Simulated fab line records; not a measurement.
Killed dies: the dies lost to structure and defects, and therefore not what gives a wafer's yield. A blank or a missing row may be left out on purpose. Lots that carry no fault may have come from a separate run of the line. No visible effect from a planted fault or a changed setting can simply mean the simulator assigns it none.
fab line records	flow n5Finfet
[record] lots = 11	wafers = 33	lastDay = 19
route steps=1938 shown HKMG_FIN@399 PASSIVATION@1936
lots with no fault: from the same line, run without faults
startH: start of the lot's first displayed wafer, in hours after the record's first day	waitH: hours from the lot's prior step to this one	" as in the row above	L1.1+2: several wafers, shown together as one row	- either no value or no given start	* or withheld: withheld	< > ~ a bound
route shown NAME@n: names a module that has steps shown in the file, with the first one's number in the route	usual: average and standard deviation across the fault-free wafers	same: alike in all rows	chamber/n: place in a boat	sites: the reading at each site	_std_site: how widely they spread, as a standard deviation	_edge_site: outer sites' mean less inner sites'	radiusMm: for every site, how far away it sits from the centre of the wafer	mask NAME#n: copy n	behind: tool/chamber where the wafer was last shaped	hold: reason for holding the lot/hours on hold/outcome of the hold	device: the n, p or np transistor that did not switch	end of line: the same wafers' tests at the end of the route	step lacking rows: just its recipe	killed: dies lost to structure and defects at the first sort, not the wafer's yield	map: the dies of a wafer, with x for killed, . for not killed, _ for no die there
set.NAME: the setting as run; set.NAME@STEP: as run at that earlier step	model.NAME: the simulator's own value behind a step, which no gauge read
a sample of lots followed through the steps of the route, with each step as a table and each wafer as a row
services: a tool's chamber out of use, with start hour (startH, from the record's first day; less than 0 if before it), hours out, and reason
[[steps]]
[step N5_HKMG_FIN_OVL_MEAS_50]
[recipe] pointsPerWafer = 44
[usual] NDIPOLE_OVL = 0.4/0.74
lot.wafer	tool	chamber	startH	waitH	NDIPOLE_OVL[nm]
L346.1	overlay-02	0	83.40	0.0	0.8
L346.4	"	0	"	"	0.4
L346.6	"	0	"	"	0.4
L348.2	overlay-02	0	101.33	0.0	1.5
L348.4	"	0	"	"	0.1
L348.6	"	0	"	"	1.2
L349.2	overlay-02	0	107.16	0.0	-0.5
L349.3	"	0	"	"	-1.0
L349.5	"	0	"	"	-1.0
L350.1	overlay-02	0	110.52	0.0	-1.9
L350.3	"	0	"	"	0.0
L350.5	"	0	"	"	-2.0
L356.1	overlay-01	0	150.47	0.0	0.5
L356.3	"	0	"	"	-0.1
L356.5	"	0	"	"	0.0
L357.2	overlay-02	0	153.65	0.0	0.6
L357.3	"	0	"	"	-0.4
L357.6	"	0	"	"	0.3
L358.2	overlay-01	0	158.37	0.0	0.5
L358.3	"	0	"	"	0.8
L358.4	"	0	"	"	0.8
L359.1	overlay-01	0	166.27	0.0	0.5
L359.4	"	0	"	"	1.2
L359.6	"	0	"	"	1.1
L361.2	overlay-01	0	174.74	0.0	0.8
L361.5	"	0	"	"	0.9
L361.6	"	0	"	"	1.4
L362.3	overlay-02	0	177.28	0.0	1.1
L362.5	"	0	"	"	0.6
L362.6	"	0	"	"	1.6
L367.3	overlay-02	0	212.41	0.0	1.4
L367.4	"	0	"	"	1.3
L367.5	"	0	"	"	0.3
[step N5_HKMG_FIN_ETCH_58]
[recipe] chemistry = N2/H2	target = SOC	targetDepthA = 2158	ionEnergyEv = 50	biasW = 13	timeS = 741	pressureMtorr = 30	sourceW = 875	n2FlowSccm = 200	h2FlowSccm = 200
[usual] drypumpMotorCurrentA = 5.5/0.39	h2FlowSccm = 200.0/0.58	oesProductAu = 0.76/0.053	rfVppV = 99.2/0.97	showerheadPlenumPTorr = 2.54/0.087	throttleValvePct = 17.94/0.23
lot.wafer	tool	chamber	startH	waitH	drypumpMotorCurrentA	h2FlowSccm	oesProductAu	rfHoursCounterH	rfVppV	showerheadPlenumPTorr	throttleValvePct
L346.1	rieDiel-06	0	83.89	0.0	5.2	201.1	0.73	168	99.9	2.63	17.97
L346.4	"	2	"	"	5.1	199.0	0.73	166	98.6	2.64	17.81
L346.6	"	1	"	"	5.2	198.9	0.71	-	99.5	2.50	17.91
L348.2	rieDiel-02	2	101.87	0.0	5.3	199.5	0.72	179	98.4	2.41	18.20
L348.4	"	1	"	"	5.2	200.4	0.77	119	99.5	2.56	17.76
L348.6	"	3	"	"	5.1	200.1	0.77	-	100.1	2.66	18.34
L349.2	rieDiel-06	2	107.52	0.0	5.1	199.1	0.72	173	100.9	2.63	17.82
L349.3	"	3	"	"	5.9	200.3	0.77	140	97.9	2.46	18.00
L349.5	"	1	"	"	5.2	199.9	0.70	-	98.9	2.50	17.91
L350.1	rieDiel-01	0	111.20	0.0	5.8	200.5	0.85	50	99.0	2.59	17.85
L350.3	"	3	"	"	5.7	200.7	0.76	164	99.7	2.53	17.93
L350.5	"	1	"	"	5.7	199.5	0.98	-	100.5	2.59	17.50
L356.1	rieDiel-02	0	150.83	0.0	6.2	201.2	0.78	144	97.7	2.44	17.71
L356.3	"	3	"	"	5.1	199.9	0.74	171	100.3	2.66	18.33
L356.5	"	3	"	"	5.1	199.7	0.74	-	101.0	2.65	18.34
L357.2	rieDiel-06	0	154.26	0.0	5.2	201.1	0.71	192	99.7	2.62	18.01
L357.3	"	3	"	"	5.9	200.1	0.76	155	98.6	2.45	18.01
L357.6	"	3	"	"	5.9	199.7	0.77	-	98.9	2.45	18.02
L358.2	rieDiel-01	0	158.89	0.0	5.8	201.3	0.83	66	99.7	2.58	17.87
L358.3	"	3	"	"	5.7	199.5	0.74	180	97.9	2.52	17.95
L358.4	"	1	"	"	5.7	200.6	0.91	21	98.5	2.58	17.51
L359.1	rieDiel-06	1	166.62	0.0	5.2	200.0	1.01	3	98.5	2.49	17.57
L359.4	"	2	"	"	5.1	200.0	0.70	195	98.7	2.63	17.86
L359.6	"	3	"	"	5.9	200.1	0.75	-	99.1	2.45	18.03
L361.2	rieDiel-02	3	175.09	0.0	5.1	199.1	0.74	180	98.6	2.65	18.37
L361.5	"	1	"	"	5.2	199.4	0.76	-	98.7	2.55	17.79
L361.6	"	0	"	"	6.2	199.3	0.77	-	98.8	2.44	17.72
L362.3	rieDiel-02	0	177.87	0.0	6.1	201.0	0.76	156	99.8	2.43	17.74
L362.5	"	1	"	"	5.2	200.8	0.75	-	99.8	2.55	17.80
L362.6	"	3	"	"	5.1	199.4	0.74	-	99.8	2.65	18.38
L367.3	rieDiel-02	2	212.77	0.0	5.3	199.6	0.71	210	98.5	2.40	18.24
L367.4	"	0	"	"	6.2	198.7	0.75	167	99.4	2.43	17.73
L367.5	"	1	"	"	5.3	199.8	0.74	-	99.3	2.55	17.82
[step N5_HKMG_FIN_ALD_79]
[recipe] material = TiN	targetThkA = 15	tempC = 400	aldPrecursorFamily = TiCl4	aldCoReactant = NH3	pulseTimeS = 1	purgeTimeS = 3	coReactantPurgeTimeS = 2	coReactantPulseTimeS = 2	aldCycles = 68	pressureTorr = 3
[usual] heaterPowerW = 885/110	precursorPulseHeightRel = 0.999/0.02
lot.wafer	tool	chamber	startH	waitH	heaterPowerW	precursorPulseHeightRel
L346.1	aldMetal-03	0	84.96	0.0	759	1.028
L346.4	"	1	"	"	896	1.004
L346.6	"	0	"	"	771	0.997
L348.2	aldMetal-04	2	102.94	0.0	1102	0.985
L348.4	"	1	"	"	901	0.979
L348.6	"	2	"	"	1105	0.995
L349.2	aldMetal-04	2	108.59	0.0	1123	1.008
L349.3	"	0	"	"	1013	0.987
L349.5	"	3	"	"	868	0.983
L350.1	aldMetal-03	3	112.27	0.0	832	1.026
L350.3	"	0	"	"	770	0.993
L350.5	"	2	"	"	838	1.055
L356.1	aldMetal-01	2	151.90	0.0	923	0.999
L356.3	"	1	"	"	771	1.015
L356.5	"	3	"	"	895	1.009
L357.2	aldMetal-03	3	155.34	0.0	854	1.011
L357.3	"	2	"	"	818	1.010
L357.6	"	0	"	"	778	1.025
L358.2	aldMetal-04	2	159.95	0.0	1136	1.008
L358.3	"	0	"	"	985	1.008
L358.4	"	3	"	"	856	0.977
L359.1	aldMetal-01	3	167.70	0.0	923	1.006
L359.4	"	2	"	"	926	0.965
L359.6	"	3	"	"	889	0.973
L361.2	aldMetal-03	2	176.23	0.1	813	1.001
L361.5	"	2	"	"	809	1.027
L361.6	"	3	"	"	828	1.016
L362.3	aldMetal-03	1	178.94	0.0	903	1.000
L362.5	"	3	"	"	851	1.015
L362.6	"	0	"	"	761	0.992
L367.3	aldMetal-04	1	213.85	0.0	946	0.997
L367.4	"	2	"	"	1126	1.014
L367.5	"	1	"	"	933	0.989
[step N5_HKMG_FIN_INSPECT_14]
[recipe] mode = adi	inspectInstrument = macro
[usual] rawDefectCount = 2.1/1.5
lot.wafer	tool	chamber	startH	waitH	rawDefectCount
L346.1	defectInspect-02	-	86.93	0.0	1
L346.4	"	-	"	"	1
L346.6	"	-	"	"	1
L348.2	defectInspect-01	-	104.91	0.0	5
L348.4	"	-	"	"	0
L348.6	"	-	"	"	3
L349.2	defectInspect-02	-	110.58	0.0	4
L349.3	"	-	"	"	2
L349.5	"	-	"	"	2
L350.1	defectInspect-01	-	114.23	0.0	4
L350.3	"	-	"	"	1
L350.5	"	-	"	"	1
L356.1	defectInspect-01	-	153.87	0.0	3
L356.3	"	-	"	"	2
L356.5	"	-	"	"	2
L357.2	defectInspect-01	-	157.46	0.0	4
L357.3	"	-	"	"	1
L357.6	"	-	"	"	5
L358.2	defectInspect-01	-	162.09	0.0	3
L358.3	"	-	"	"	3
L358.4	"	-	"	"	5
L359.1	defectInspect-02	-	169.73	0.0	0
L359.4	"	-	"	"	2
L359.6	"	-	"	"	0
L361.2	defectInspect-02	-	178.19	0.0	>300
L361.5	"	-	"	"	>300
L361.6	"	-	"	"	>300
L362.3	defectInspect-01	-	180.91	0.0	>300
L362.5	"	-	"	"	>300
L362.6	"	-	"	"	>300
L367.3	defectInspect-01	-	215.83	0.0	3
L367.4	"	-	"	"	4
L367.5	"	-	"	"	1
[step N5_HKMG_FIN_STRIP_88]
[recipe] chemistry = N2/H2	powerW = 2500	tempC = 300	h2Frac = 0.65	timeS = 360	pressureMtorr = withheld	n2FlowSccm = 1750	h2FlowSccm = 3250
[usual] drypumpMotorCurrentA = 5.21/0.26	h2FlowSccm = 3250/9.7	heaterPowerW = 474/56
lot.wafer	tool	chamber	startH	waitH	drypumpMotorCurrentA	h2FlowSccm	heaterPowerW	rfHoursCounterH
L346.1	plasmaAsher-02	1	88.92	0.0	5.21	3259	494	93
L346.4	"	0	"	"	5.39	3256	549	-
L346.6	"	0	"	"	5.40	3265	555	-
L348.2	plasmaAsher-02	0	106.74	0.0	5.38	3248	556	95
L348.4	"	1	"	"	5.20	3254	490	-
L348.6	"	0	"	"	5.39	3240	546	-
L349.2	plasmaAsher-02	1	112.64	0.0	5.18	3250	498	97
L349.3	"	0	"	"	5.39	3270	557	-
L349.5	"	0	"	"	5.37	3262	549	-
L350.1	plasmaAsher-01	1	115.93	0.0	5.48	3253	401	44
L350.3	"	0	"	"	4.81	3248	472	-
L350.5	"	0	"	"	4.81	3245	473	-
L356.1	plasmaAsher-02	0	155.55	0.0	5.40	3239	559	105
L356.3	"	1	"	"	5.20	3237	485	-
L356.5	"	0	"	"	5.39	3249	544	-
L357.2	plasmaAsher-01	1	159.07	0.0	5.48	3270	392	52
L357.3	"	0	"	"	4.81	3243	476	-
L357.6	"	0	"	"	4.80	3247	472	-
L358.2	plasmaAsher-02	1	163.75	0.0	5.15	3246	492	107
L358.3	"	1	"	"	5.18	3249	481	-
L358.4	"	0	"	"	5.38	3256	542	-
L359.1	plasmaAsher-01	0	171.33	0.0	4.82	3250	464	55
L359.4	"	0	"	"	4.83	3249	462	-
L359.6	"	1	"	"	5.47	3269	401	-
L361.2	plasmaAsher-01	1	180.13	0.0	5.46	3248	402	57
L361.5	"	0	"	"	4.82	3260	469	-
L361.6	"	1	"	"	5.45	3251	394	-
L362.3	plasmaAsher-01	0	183.36	0.1	4.80	3239	462	-
L362.5	"	0	"	"	4.82	3248	472	-
L362.6	"	1	"	"	5.47	3259	395	-
L367.3	plasmaAsher-01	1	217.60	0.1	5.47	3232	398	-
L367.4	"	0	"	"	4.83	3237	482	-
L367.5	"	0	"	"	4.85	3245	471	-
[step N5_PASSIVATION_PROBE_49]
[usual] killed_at_M0_to_M3 = 35/12	killed_at_M4_up = 13/5.8	killedAtContacts = 12/5.5	killedAtFrontEnd = 36/9.9	killedAtOther = 4/3.7	killedDies = 101/18	killedOpen = 66/13	killedShort = 33/8
[same] grossDies = 1180	killedAtBackSide = 0
lot.wafer	tool	chamber	startH	waitH	killed_at_M0_to_M3	killed_at_M4_up	killedAtContacts	killedAtFrontEnd	killedAtOther	killedDies	killedOpen	killedShort
L361.2	prober-01	-	380.66	0.1	49	11	11	166	6	243	77	36
L361.5	prober-01	-	380.81	0.2	46	16	16	163	6	247	80	29
L361.6	prober-01	-	380.86	0.3	55	16	32	164	7	274	79	52
L362.3	prober-02	-	393.72	0.1	19	11	6	162	8	206	46	18
L362.5	prober-02	-	393.82	0.2	24	11	6	171	4	216	46	22
L362.6	prober-02	-	393.87	0.3	22	17	7	151	1	198	45	32
// killed by level:class
L361.2 HKMG_FIN:unspecified=129 BEOL_M3:geometricParticle:open=12 STI_FIN_REVEAL:geometricParticle:open=10 DUMMY_GATE:geometricParticle:open=9 BEOL_M0_SAQP:geometricParticle:open=9 MOL_CONTACT_COAG:geometricParticle:open=8 BEOL_M8:geometricParticle:open=7 BEOL_M2:geometricParticle:open=7
L361.5 HKMG_FIN:unspecified=138 MOL_CONTACT_COAG:geometricParticle:open=15 BEOL_M2:geometricParticle:open=13 BEOL_M0_SAQP:geometricParticle:open=10 FIN_SAQP:geometricParticle:open=8 BEOL_M3:geometricParticle:open=7 BEOL_M4:geometricParticle:open=7 BEOL_M1:geometricParticle:short=4
L361.6 HKMG_FIN:unspecified=139 MOL_CONTACT_COAG:geometricParticle:open=24 BEOL_M1:geometricParticle:short=13 GATE_CUT:geometricParticle:short=10 BEOL_M2:geometricParticle:open=9 BEOL_M0_SAQP:geometricParticle:open=8 BEOL_M4:geometricParticle:open=8 MOL_CONTACT_COAG:geometricParticle:short=7
L362.3 HKMG_FIN:unspecified=140 BEOL_M0_SAQP:geometricParticle:open=7 MOL_CONTACT_COAG:geometricParticle:open=6 MIM_TOP:geometricParticle:open=5 STI_FIN_REVEAL:geometricParticle:open=4 GATE_CUT:geometricParticle:open=4 BEOL_M0_SAQP:geometricParticle:short=4 GATE_CUT:geometricParticle:short=3
L362.5 HKMG_FIN:unspecified=146 STI_FIN_REVEAL:geometricParticle:open=10 BEOL_M4:geometricParticle:open=8 BEOL_M2:geometricParticle:open=7 BEOL_M1:geometricParticle:open=5 MOL_CONTACT_COAG:geometricParticle:open=4 BEOL_M0_SAQP:geometricParticle:open=4 STARTING-WAFER:geometricParticle:short=3
L362.6 HKMG_FIN:unspecified=117 BEOL_M4:geometricParticle:open=10 BEOL_M0_SAQP:geometricParticle:short=7 BEOL_M3:geometricParticle:open=7 FIN_SAQP:geometricParticle:short=6 MOL_CONTACT_COAG:geometricParticle:open=6 FIN_SAQP:geometricParticle:open=5 BEOL_M0_SAQP:geometricParticle:open=5
[[services]]
tool	chamber	startH	hours	kind
rieDiel-01	1	72.25	-	clean
rieDiel-01	1	72.25	-	consumableReplace:esc
rieDiel-01	1	72.25	-	consumableReplace:focusRing
rieDiel-01	1	72.25	27.6	scheduledDown
rieDiel-01	1	72.25	27.6	ventCycle
aldMetal-04	-	74.98	1.2	pm
rieDiel-01	2	84.59	4.7	repair
rieDiel-02	0	92.12	4.1	repair
rieDiel-06	3	93.50	2.2	repair
aldMetal-01	1	102.83	12.1	repair
rieDiel-06	1	144.17	-	clean
rieDiel-06	1	144.17	-	consumableReplace:focusRing
rieDiel-06	1	144.17	14.5	scheduledDown
rieDiel-06	1	144.17	14.5	ventCycle
plasmaAsher-02	-	158.03	2.8	pm
rieDiel-02	2	173.19	5.9	repair
rieDiel-06	1	176.21	35.1	repair
rieDiel-02	-	182.74	0.5	repair
aldMetal-04	-	185.82	0.5	repair
rieDiel-02	2	192.53	6.0	repair
[[key]]
[firstSign] step = N5_HKMG_FIN_INSPECT_14	reading = rawDefectCount	direction = up	sigmas = 99+	usual = 2.1	struck = >300
[effect] step = N5_PASSIVATION_PROBE_49	reading = killedAtFrontEnd	direction = up	sigmas = 13	usual = 36	struck = 163
[moreKillsBornAt] N5_HKMG_FIN_ALD_79@aldMetal-03 = 809
metAt N5_HKMG_FIN_ALD_79
struckLots L361,L362
testerLeftOut L361,L362
notActingAt N5_HKMG_FIN_OVL_MEAS_50,N5_HKMG_FIN_ETCH_58,N5_HKMG_FIN_STRIP_88
onsetBetween 155.34 176.23
[fault] kind = chamberParticleSource	tool = aldMetal-03	chamber = -	onsetH = 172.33	steps = N5_HKMG_FIN_ALD_79	ratePerVisitCm2 = 1.4084	endH = 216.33
// testerLeftOut: of these lots the tester's yield and bins aren't shown, on N5 and GAA mostly nor the transistor test; their killed dies are dies lost to structure and defects alone, not to doping, threshold or leakage, so they don't give the yield
